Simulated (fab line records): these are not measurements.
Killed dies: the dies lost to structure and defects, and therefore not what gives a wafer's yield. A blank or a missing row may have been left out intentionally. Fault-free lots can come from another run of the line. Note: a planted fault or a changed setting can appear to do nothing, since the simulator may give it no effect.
What tool caused it? | flow nandHarc | 7 lots, 21 wafers sampled, at 1 step of a route of 1159

WHAT THE GAUGES SHOWED, per wafer
NHARC_A_CONTACT_CD_MEAS_42: the cd target is 200 nm.
lot  | measured     | on       | cdNm (nm)
L604 | day 16 23:28 | cdSem-01 | 200.0 199.9 199.7
L608 | day 17 19:22 | cdSem-02 | 200.2 200.1 200.7
L611 | day 18 02:04 | cdSem-02 | 199.8 200.4 199.7
L618 | day 19 23:38 | cdSem-03 | 199.8 199.5 199.4
L619 | day 20 16:55 | cdSem-02 | 199.1 199.2 199.3
L621 | day 20 21:52 | cdSem-03 | 200.4 199.4 200.3
L625 | day 21 08:49 | cdSem-01 | 199.8 199.7 199.8

WHAT TOOL EACH LOT RAN ON (gives the tool, then ch and the chambers of the sampled wafers, and finally the start)
Record: no process step prior to these readings.

THE ANSWER, worked out from the rows above alone
Rule: usual is defined by the lots themselves. Put in order of their means at a reading, lots are off if they are a third of the lots or fewer, leave a main group of 4 or more, and stand apart from it by a gap of 3 or more times the standard deviation of the main group's means; of several such gaps the widest counts. Not used: any main group whose means are identical at the precision the tables above print for the reading. A lot without any number at a reading at which 4 lots or more have one is off too. The other lots that the step has rows for count as sound.
Nothing can be told from this: no lot is off at any reading shown.

WHAT THE SIMULATOR PUT IN
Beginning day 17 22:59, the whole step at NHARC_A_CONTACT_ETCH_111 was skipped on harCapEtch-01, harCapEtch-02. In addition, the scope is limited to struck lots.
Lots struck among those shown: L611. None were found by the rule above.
